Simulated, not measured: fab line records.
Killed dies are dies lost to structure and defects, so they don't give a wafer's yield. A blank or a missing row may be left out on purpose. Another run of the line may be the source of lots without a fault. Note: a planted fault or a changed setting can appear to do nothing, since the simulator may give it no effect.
fab line records -- flow n5-finfet
[record] lots = 6, wafers = 18, last-day = 15
route steps=1938 shown BEOL_M3@1001 BEOL_M4@1111
lots that met no fault: from a run of the same line without faults
start-h: hours from the record's first day to the start of the lot's first wafer shown -- wait-h: time in hours since the lot's previous step -- " the same as in the row above -- L1.1+2: one row covering several wafers at once -- - no value, or no start given -- * or withheld: withheld -- < > ~ a bound
route shown NAME@n: a module of which the file shows steps, and the number in the route of the first -- usual: mean/standard deviation of fault-free wafers -- same: alike in all rows -- chamber/n: place in a boat -- sites: each site's reading -- _std_site: standard deviation of those values -- _edge_site: mean of outer sites minus mean of inner sites -- radius-mm: how far each site lies from the wafer's centre -- mask NAME#n: copy n -- behind: the last tool/chamber to shape the wafer -- hold: cause of the lot's hold/its duration in hours/its outcome -- device: names the non-switching transistor (n, p or np) -- end of line: the tests these same wafers got at the end of their route -- a step without rows: its recipe alone -- killed: count of dies lost to structure and defects at first sort (not the wafer's yield) -- map: shows each die of a wafer: x if killed, . if not, _ if none is there
set.NAME: the run value of the setting; set.NAME@STEP: its run value at that earlier step -- model.NAME: the simulator's own value behind a step, which no gauge read
lots at some steps of the route; a table a step, a row a wafer
services: a tool's chamber out of use, with start hour (start-h, from the record's first day; less than 0 if before it), hours out, and reason
[[steps]]
[step N5_BEOL_M3_ANNEAL_87]
[recipe] temp-c = 400, time-s = 240, ambient = vacuum
[usual] heater-power-w = 832/87
lot.wafer,tool,chamber,start-h,wait-h,heater-power-w
L806.1,pvd-sputter-02,-,162.58,0.0,853
L806.5,pvd-sputter-02,-,162.58,0.0,819
L806.6,pvd-sputter-02,-,162.58,0.0,890
L808.1,pvd-sputter-01,-,180.11,0.0,871
L808.3,pvd-sputter-01,-,180.11,0.0,704
L808.6,pvd-sputter-01,-,180.11,0.0,813
L812.1,pvd-sputter-02,-,200.87,0.0,876
L812.2,pvd-sputter-02,-,200.87,0.0,827
L812.4,pvd-sputter-02,-,200.87,0.0,864
L816.1,pvd-sputter-01,-,227.57,0.0,820
L816.3,pvd-sputter-01,-,227.57,0.0,830
L816.6,pvd-sputter-01,-,227.57,0.0,809
L818.2,pvd-sputter-02,-,241.86,0.0,816
L818.3,pvd-sputter-02,-,241.86,0.0,826
L818.4,pvd-sputter-02,-,241.86,0.0,868
L820.2,pvd-sputter-03,-,245.91,0.0,656
L820.3,pvd-sputter-03,-,245.91,0.0,897
L820.6,pvd-sputter-03,-,245.91,0.0,1007
[step N5_BEOL_M3_SPUTTER_88]
[recipe] material = Cu, target-thk-a = 45, temp-c = -20, chamber-pressure-pa = 0.07, power-w = withheld, time-s = 8.29
[step N5_BEOL_M3_ANNEAL_89]
[recipe] temp-c = 400, time-s = 240, ambient = vacuum
[usual] heater-power-w = 832/85
lot.wafer,tool,chamber,start-h,wait-h,heater-power-w
L806.1,pvd-sputter-02,-,162.80,0.0,882
L806.5,pvd-sputter-02,-,162.80,0.0,824
L806.6,pvd-sputter-02,-,162.80,0.0,907
L808.1,pvd-sputter-01,-,180.33,0.0,857
L808.3,pvd-sputter-01,-,180.33,0.0,694
L808.6,pvd-sputter-01,-,180.33,0.0,833
L812.1,pvd-sputter-02,-,201.09,0.0,921
L812.2,pvd-sputter-02,-,201.09,0.0,838
L812.4,pvd-sputter-02,-,201.09,0.0,855
L816.1,pvd-sputter-01,-,227.79,0.0,799
L816.3,pvd-sputter-01,-,227.79,0.0,826
L816.6,pvd-sputter-01,-,227.79,0.0,828
L818.2,pvd-sputter-02,-,242.08,0.0,836
L818.3,pvd-sputter-02,-,242.08,0.0,823
L818.4,pvd-sputter-02,-,242.08,0.0,852
L820.2,pvd-sputter-03,-,246.13,0.0,681
L820.3,pvd-sputter-03,-,246.13,0.0,901
L820.6,pvd-sputter-03,-,246.13,0.0,979
[step N5_BEOL_M3_SPUTTER_90]
[recipe] material = Cu, target-thk-a = 45, temp-c = -20, chamber-pressure-pa = 0.07, power-w = withheld, time-s = 8.29
[step N5_BEOL_M3_ANNEAL_91]
[recipe] temp-c = 400, time-s = 240, ambient = vacuum
[usual] heater-power-w = 833/86
lot.wafer,tool,chamber,start-h,wait-h,heater-power-w
L806.1,pvd-sputter-02,-,163.02,0.0,857
L806.5,pvd-sputter-02,-,163.02,0.0,819
L806.6,pvd-sputter-02,-,163.02,0.0,901
L808.1,pvd-sputter-01,-,181.63,0.0,867
L808.3,pvd-sputter-01,-,181.63,0.0,697
L808.6,pvd-sputter-01,-,181.63,0.0,833
L812.1,pvd-sputter-02,-,201.31,0.0,897
L812.2,pvd-sputter-02,-,201.31,0.0,810
L812.4,pvd-sputter-02,-,201.31,0.0,873
L816.1,pvd-sputter-01,-,228.01,0.0,802
L816.3,pvd-sputter-01,-,228.01,0.0,840
L816.6,pvd-sputter-01,-,228.01,0.0,853
L818.2,pvd-sputter-02,-,242.30,0.0,828
L818.3,pvd-sputter-02,-,242.30,0.0,807
L818.4,pvd-sputter-02,-,242.30,0.0,855
L820.2,pvd-sputter-03,-,246.35,0.0,683
L820.3,pvd-sputter-03,-,246.35,0.0,893
L820.6,pvd-sputter-03,-,246.35,0.0,977
[step N5_BEOL_M3_SPUTTER_92]
[recipe] material = Cu, target-thk-a = 45, temp-c = -20, chamber-pressure-pa = 0.07, power-w = withheld, time-s = 8.29
[step N5_BEOL_M3_ANNEAL_93]
[recipe] temp-c = 400, time-s = 240, ambient = vacuum
[usual] heater-power-w = 831/85
lot.wafer,tool,chamber,start-h,wait-h,heater-power-w
L806.1,pvd-sputter-02,-,163.24,0.0,866
L806.5,pvd-sputter-02,-,163.24,0.0,818
L806.6,pvd-sputter-02,-,163.24,0.0,909
L808.1,pvd-sputter-01,-,181.85,0.0,847
L808.3,pvd-sputter-01,-,181.85,0.0,683
L808.6,pvd-sputter-01,-,181.85,0.0,839
L812.1,pvd-sputter-02,-,201.53,0.0,891
L812.2,pvd-sputter-02,-,201.53,0.0,826
L812.4,pvd-sputter-02,-,201.53,0.0,881
L816.1,pvd-sputter-01,-,228.23,0.0,824
L816.3,pvd-sputter-01,-,228.23,0.0,818
L816.6,pvd-sputter-01,-,228.23,0.0,811
L818.2,pvd-sputter-02,-,242.52,0.0,832
L818.3,pvd-sputter-02,-,242.52,0.0,842
L818.4,pvd-sputter-02,-,242.52,0.0,883
L820.2,pvd-sputter-03,-,246.57,0.0,676
L820.3,pvd-sputter-03,-,246.57,0.0,884
L820.6,pvd-sputter-03,-,246.57,0.0,996
[step N5_BEOL_M3_SPUTTER_94]
[recipe] material = Cu, target-thk-a = 45, temp-c = -20, chamber-pressure-pa = 0.07, power-w = withheld, time-s = 8.29
[step N5_BEOL_M3_ANNEAL_95]
[recipe] temp-c = 400, time-s = 240, ambient = vacuum
[step N5_BEOL_M3_SPUTTER_96]
[recipe] material = Cu, target-thk-a = 45, temp-c = -20, chamber-pressure-pa = 0.07, power-w = withheld, time-s = 8.29
[usual] throttle-valve-pct = 30.9/0.76
lot.wafer,tool,chamber,start-h,wait-h,throttle-valve-pct
L806.1,pvd-sputter-02,-,163.60,0.1,31.1
L806.5,pvd-sputter-02,-,163.60,0.1,30.3
L806.6,pvd-sputter-02,-,163.60,0.1,31.9
L808.1,pvd-sputter-01,-,182.21,0.1,30.4
L808.3,pvd-sputter-01,-,182.21,0.1,30.7
L808.6,pvd-sputter-01,-,182.21,0.1,32.0
L812.1,pvd-sputter-02,-,201.89,0.1,32.2
L812.2,pvd-sputter-02,-,201.89,0.1,30.5
L812.4,pvd-sputter-02,-,201.89,0.1,31.2
L816.1,pvd-sputter-01,-,228.59,0.1,31.4
L816.3,pvd-sputter-01,-,228.59,0.1,32.1
L816.6,pvd-sputter-01,-,228.59,0.1,32.1
L818.2,pvd-sputter-02,-,242.88,0.1,31.1
L818.3,pvd-sputter-02,-,242.88,0.1,30.4
L818.4,pvd-sputter-02,-,242.88,0.1,30.7
L820.2,pvd-sputter-03,-,246.93,0.1,30.4
L820.3,pvd-sputter-03,-,246.93,0.1,30.9
L820.6,pvd-sputter-03,-,246.93,0.1,30.7
[step N5_BEOL_M3_ECD_50]
[recipe] material = Cu, target-thk-a = 3000
[step N5_BEOL_M3_ANNEAL_51]
[recipe] temp-c = 225, time-s = 90, ambient = N2
[step N5_BEOL_M3_CMP_52]
[recipe] stop-on = SiOC, t-overpolish-s = 6.8, down-force-psi = 1, platen-rpm = 50, clearing-platen-down-force-psi = 1.5, clearing-platen-rpm = 50, post-cmp-clean = cu-alkaline, target-thk-nm = 40, clearing-platen-pad-velocity-m-s = 0.99484, pad-velocity-m-s = 0.99484
[usual] barrier-field-endpoint-s = 24.3/0.46, clearing-platen-down-force-psi = 1.500/0.0031, head-pressure-psi = 1.0003/0.0022, motor-current-A = 6.2/0.59, overpolish-run-s = 6.800/0.0084, time-to-endpoint-s = 60.7/2.3
lot.wafer,tool,chamber,start-h,wait-h,barrier-field-endpoint-s,clearing-platen-down-force-psi,head-pressure-psi,motor-current-A,overpolish-run-s,time-to-endpoint-s
L806.1,cmp-02,0,164.28,0.3,25.4,1.496,1.0013,6.9,6.791,63.1
L806.6,cmp-02,0,164.28,0.3,24.8,1.501,0.9993,6.9,6.793,62.8
L806.5,cmp-02,1,164.28,0.3,25.1,1.503,1.0025,6.5,6.783,64.8
L808.1,cmp-02,2,182.70,0.3,23.8,1.499,1.0007,6.7,6.799,63.0
L808.3,cmp-02,1,182.70,0.3,23.7,1.497,0.9960,6.6,6.807,58.7
L808.6,cmp-02,2,182.70,0.3,24.5,1.501,0.9979,7.1,6.806,61.3
L812.1,cmp-03,3,202.43,0.3,24.9,1.498,1.0023,5.3,6.808,60.1
L812.2,cmp-03,0,202.43,0.3,24.2,1.499,1.0006,6.8,6.802,58.8
L812.4,cmp-03,2,202.43,0.3,24.2,1.504,0.9971,5.1,6.807,59.5
L816.1,cmp-02,0,229.13,0.3,24.1,1.498,1.0003,6.6,6.800,58.5
L816.3,cmp-02,1,229.13,0.3,24.7,1.498,1.0052,6.5,6.809,58.8
L816.6,cmp-02,0,229.13,0.3,24.0,1.498,1.0028,6.7,6.796,60.2
L818.4,cmp-03,1,243.38,0.1,19.7,1.500,1.2474,6.3,6.808,60.4
L818.3,cmp-03,3,243.38,0.1,24.6,1.499,1.0019,5.5,6.794,59.3
L818.2,cmp-03,0,243.38,0.1,24.7,1.494,0.9994,7.1,6.823,61.3
L820.2,cmp-03,0,247.42,0.2,24.0,1.500,0.9981,6.4,6.798,57.0
L820.3,cmp-03,3,247.42,0.2,25.0,1.497,0.9991,5.1,6.809,61.7
L820.6,cmp-03,1,247.42,0.2,19.5,1.495,1.2433,6.4,6.806,59.5
[step N5_BEOL_M4_RC_MEAS_101]
[usual] DIBL_N = 36.4/1.2, DIBL_P = 36.1/1.6, IOFF_N = 0.156/0.024, IOFF_P = 0.21/0.031, ION_N = 674/11, ION_P = 463/6.9, SS_N = 71.5/0.5, SS_P = 73.2/0.55, VT_N = 250.0/2.9, VT_P = -250/3.6
lot.wafer,tool,chamber,start-h,wait-h,DIBL_N[mV/V],DIBL_P[mV/V],IOFF_N[nA/um],IOFF_P[nA/um],ION_N[uA/um],ION_P[uA/um],SS_N[mV/dec],SS_P[mV/dec],VT_N[mV],VT_P[mV]
L806.1,prober-02,0,174.27,0.0,35.8,36.7,0.163,0.19,665,449,71.5,73.8,248.6,-254
L806.5,prober-02,0,174.27,0.0,36.0,36.5,0.157,0.19,672,458,71.7,74.4,250.7,-254
L806.6,prober-02,0,174.27,0.0,35.5,36.7,0.159,0.20,675,458,71.4,73.6,247.7,-253
L808.1,prober-01,0,193.63,0.0,36.8,37.1,0.168,0.25,687,470,71.7,73.3,249.2,-244
L808.3,prober-01,0,193.63,0.0,35.2,34.3,0.130,0.19,675,471,71.5,72.5,252.3,-248
L808.6,prober-01,0,193.63,0.0,34.8,34.5,0.125,0.20,673,465,71.2,72.6,251.8,-249
L812.1,prober-02,0,222.04,0.0,37.5,36.4,0.172,0.22,685,467,71.2,73.5,246.1,-250
L812.2,prober-02,0,222.04,0.0,37.3,35.5,0.169,0.21,681,462,71.3,73.1,249.6,-248
L812.4,prober-02,0,222.04,0.0,36.9,35.9,0.167,0.21,681,466,71.2,73.2,246.6,-248
L816.1,prober-01,0,242.03,0.0,36.0,34.4,0.116,0.14,655,451,71.2,72.0,258.6,-260
L816.3,prober-01,0,242.03,0.0,37.5,36.7,0.142,0.18,670,449,71.9,73.2,250.9,-256
L816.6,prober-01,0,242.03,0.0,36.0,35.3,0.120,0.16,666,448,71.5,72.6,255.5,-256
L818.2,prober-02,0,252.79,0.2,35.6,34.5,0.134,0.17,661,452,71.4,73.2,255.2,-256
L818.3,prober-02,0,252.79,0.2,36.0,35.8,0.162,0.19,686,462,71.6,73.8,251.0,-252
L818.4,prober-02,0,252.79,0.2,37.4,37.1,0.163,0.20,673,455,71.3,73.6,251.6,-255
L820.2,prober-01,0,258.14,0.2,36.4,35.9,0.146,0.20,670,458,72.1,73.2,250.1,-252
L820.3,prober-01,0,258.14,0.2,36.6,36.5,0.153,0.22,660,458,71.4,72.7,250.7,-249
L820.6,prober-01,0,258.14,0.2,35.4,34.3,0.129,0.20,659,458,70.5,72.4,256.2,-253
[[services]]
tool,chamber,start-h,hours,kind
cmp-03,-,167.87,1.6,repair
cmp-03,-,181.19,5.3,repair
cmp-02,-,183.50,0.6,repair
cmp-03,-,208.50,1.8,repair
cmp-03,-,234.58,4.0,pm
cmp-03,-,238.58,-,consumable-replace:conditioner
cmp-03,-,238.58,-,consumable-replace:pad
[[key]]
[first-sign] step = N5_BEOL_M3_CMP_52, reading = head-pressure-psi, direction = up, sigmas = 99+, usual = 1.0003, struck = 1.2453
[effect] step = N5_BEOL_M3_CMP_52, reading = barrier-field-endpoint-s, direction = down, sigmas = 10, usual = 24.3, struck = 19.6
met-at N5_BEOL_M3_CMP_52
struck-wafers L818.4,L820.6
[fault] kind = process-parameter-drift, tool = cmp-03, chamber = 1, onset-h = 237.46, steps = N5_BEOL_M3_CMP_52, channel = down-force-psi, offset = 0.24458, shape = step, end-h = 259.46, acts-in = these-recipes-only, stated = 1
